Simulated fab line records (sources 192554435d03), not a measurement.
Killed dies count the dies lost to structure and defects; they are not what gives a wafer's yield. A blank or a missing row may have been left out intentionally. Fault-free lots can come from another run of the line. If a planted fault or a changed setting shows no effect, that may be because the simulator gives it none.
A struck lot beside a sound one	flow n5 finfet	15 out of 1938 route steps
Sound: these wafers, L507.2, L507.3, L507.6. Struck: wafer L520.2 (left out: L520.3, L520.4 of the same lot, which were not struck); the cause appears at the end.
Each step with rows lists, per side, the tool, then ch with its chambers, then its first start. Under that, the readings that differ: sound wafers	struck wafers	difference of the means	sigmas: that difference in standard deviations of wafers without a fault.
alike: words and numbers the same on both sides, and readings whose means are apart by under 2 such deviations; not compared: readings that were withheld, readings missing a value for some wafer, numbers with overlapping values and no deviation given by the record, and bounds like >300 which may hide the same value.
Wherever a step has rows on one side only, a row that says differs or no value, or a row with sigmas, the two part there. Numbers that have no deviation but don't overlap get no sigmas and don't part them. A reading missing from all wafers of one side parts the sides only when that side holds two or more wafers.

first, 8 steps without rows for these wafers: N5_BEOL_M13_COAT_66 (time 60 s, resist thk 110 nm); N5_BEOL_M13_COAT_22 (resist thk 300 nm); N5_BEOL_M13_EBR_24; N5_BEOL_M13_SOFTBAKE_23 (time 60 s); N5_BEOL_M13_EXPOSE_25 (exposes mask M13, target cd 210 nm); N5_BEOL_M13_PEB_26 (peb time 90 s); N5_BEOL_M13_DEVELOP_27 (develop time 45 s); N5_BEOL_M13_HARDBAKE_32 (time 120 s).
N5_BEOL_M13_CD_MEAS_28: target cd 209.5 nm.
  sound on cd sem-02 ch 0, day 10 19:14; struck on cd sem-02 ch 0, day 14 13:55
reading	sound	struck	difference	sigmas
cd nm (nm)	206.3 207.9 207.8	211.2	+3.9	+2
N5_BEOL_M13_OVL_MEAS_29:
  sound on overlay-01 ch 0, day 10 19:16; struck on overlay-01 ch 0, day 14 13:57
  alike: M13_OVL
N5_BEOL_M13_INSPECT_30: inspects for defects (macro).
  sound: defect inspect-01 at day 10 19:18; struck: defect inspect-02 at day 14 13:59
  alike: raw defect count
N5_BEOL_M13_DESCUM_33: chemistry O2, time 7.9 s.
  sound on rie diel-01 ch 0,1,3, day 10 19:30; struck on rie diel-03 ch 1, day 14 14:01
reading	sound	struck	difference	sigmas
chamber pressure mTorr (mTorr)	19.954 19.961 19.992	20.006	+0.037	+2
  alike: bias power w, drypump motor current A, oes product au, rf vpp V, showerhead plenum p Torr, throttle valve pct
  not compared: rf hours counter h
N5_BEOL_M13_ETCH_67: etches SiARC in CF4, target depth 143 nm, time 238.3 s.
  sound on rie diel-01 ch 0,1,3, day 10 19:32; struck on rie diel-03 ch 1, day 14 14:02
reading	sound	struck	difference	sigmas
cf4 flow sccm (sccm)	100.01 100.13 100.11	69.84	-30.24	-99 or more
showerhead plenum p Torr (Torr)	2.09 2.10 2.17	1.91	-0.21	-3
throttle valve pct (%)	15.45 15.93 15.44	14.29	-1.32	-6
  alike: chamber pressure mTorr, drypump motor current A, etch rf on time s, oes product au, rf vpp V
  not compared: rf hours counter h
N5_BEOL_M13_ETCH_68: etches SOC in N2/H2, time 355 s.
  sound on rie diel-01 ch 0,1,3, day 10 19:41; struck on rie diel-03 ch 1, day 14 14:11
reading	sound	struck	difference	sigmas
chamber pressure mTorr (mTorr)	30.087 30.010 30.008	29.946	-0.089	-3
  alike: drypump motor current A, oes product au, rf vpp V, showerhead plenum p Torr, throttle valve pct
  not compared: rf hours counter h
next, for these wafers, 1 step has no rows: N5_PASSIVATION_PROBE_49.

## WHERE THEY PART
Earliest at N5_BEOL_M13_CD_MEAS_28; latest, in this record, at N5_BEOL_M13_ETCH_68.

WHY: what had been put in by the simulator
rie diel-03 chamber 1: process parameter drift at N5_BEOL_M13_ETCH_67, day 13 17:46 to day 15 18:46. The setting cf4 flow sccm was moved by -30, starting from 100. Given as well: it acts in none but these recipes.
